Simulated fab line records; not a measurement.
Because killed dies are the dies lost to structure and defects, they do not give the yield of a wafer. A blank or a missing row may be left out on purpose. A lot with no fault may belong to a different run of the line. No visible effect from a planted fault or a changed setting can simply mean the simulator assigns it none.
Matching of chambers / flow n5-finfet / N5_BEOL_M7_CURE_75 on uv-cure-01 has 3 sister chambers
The step cures SiCOH lowk, time 120 s. 14 wafers are shown with their chamber, then 7 later ones without.

WAFERS WITH THEIR CHAMBER
wafer=L077.1; chamber=2; wafer_temp_C_max=372.6; lamp-power-pct (%)=52.31
wafer=L077.2; chamber=2; wafer_temp_C_max=372.2; lamp-power-pct (%)=52.38
wafer=L077.3; chamber=2; wafer_temp_C_max=372.4; lamp-power-pct (%)=52.40
wafer=L083.2; chamber=0; wafer_temp_C_max=371.8; lamp-power-pct (%)=52.37
wafer=L083.5; chamber=0; wafer_temp_C_max=372.0; lamp-power-pct (%)=52.26
wafer=L083.6; chamber=0; wafer_temp_C_max=372.1; lamp-power-pct (%)=52.37
wafer=L084.3; chamber=1; wafer_temp_C_max=371.3; lamp-power-pct (%)=52.32
wafer=L084.5; chamber=1; wafer_temp_C_max=371.4; lamp-power-pct (%)=52.31
wafer=L084.6; chamber=1; wafer_temp_C_max=371.0; lamp-power-pct (%)=52.29
wafer=L090.1; chamber=0; wafer_temp_C_max=371.7; lamp-power-pct (%)=52.24
wafer=L090.2; chamber=0; wafer_temp_C_max=372.2; lamp-power-pct (%)=52.30
wafer=L090.3; chamber=0; wafer_temp_C_max=372.1; lamp-power-pct (%)=52.35
wafer=L092.1; chamber=1; wafer_temp_C_max=371.4; lamp-power-pct (%)=52.26
wafer=L092.4; chamber=1; wafer_temp_C_max=370.6; lamp-power-pct (%)=52.34

SIGNATURES (averages over the wafers above)
reading=wafer_temp_C_max; chamber 0=371.983; chamber 1=371.140; chamber 2=372.400; scatter within a chamber=0.259
reading=lamp-power-pct; chamber 0=52.3150; chamber 1=52.3040; chamber 2=52.3633; scatter within a chamber=0.047
Rule: for each reading, subtract the chamber's mean from the wafer's reading, divide by that reading's scatter and square the result; add these up over the readings and take the root, which gives the wafer's distance from the chamber. If the next closest chamber is less than 2 further off than the closest, the wafer can't be placed; otherwise it belongs to the closest. The scatter is the square root of a quotient: the sum, over the shown wafers, of each reading's squared deviation from its chamber's mean, divided by wafers minus chambers.

WAFERS WITH NO CHAMBER GIVEN
wafer=L092.6; wafer_temp_C_max=371.2; lamp-power-pct (%)=52.29
wafer=L095.2; wafer_temp_C_max=372.0; lamp-power-pct (%)=52.26
wafer=L095.3; wafer_temp_C_max=372.3; lamp-power-pct (%)=52.30
wafer=L095.5; wafer_temp_C_max=372.2; lamp-power-pct (%)=52.23
wafer=L094.1; wafer_temp_C_max=372.3; lamp-power-pct (%)=52.28
wafer=L094.2; wafer_temp_C_max=372.2; lamp-power-pct (%)=52.32
wafer=L094.5; wafer_temp_C_max=371.7; lamp-power-pct (%)=52.34

EACH ONE'S CHAMBER
wafer=L092.6; from the rows above=1; in truth=1
wafer=L095.2; from the rows above=can't be placed: 0 or 2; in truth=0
wafer=L095.3; from the rows above=can't be placed: 0 or 2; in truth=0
wafer=L095.5; from the rows above=can't be placed: 0 or 2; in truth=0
wafer=L094.1; from the rows above=can't be placed: 0 or 2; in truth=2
wafer=L094.2; from the rows above=can't be placed: 0 or 2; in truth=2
wafer=L094.5; from the rows above=can't be placed: 0 or 1 or 2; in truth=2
Correctly placed: 1 of 7. Not placeable from these rows: 6 (in 6, the candidates include the true chamber). Number placed wrongly: 0.
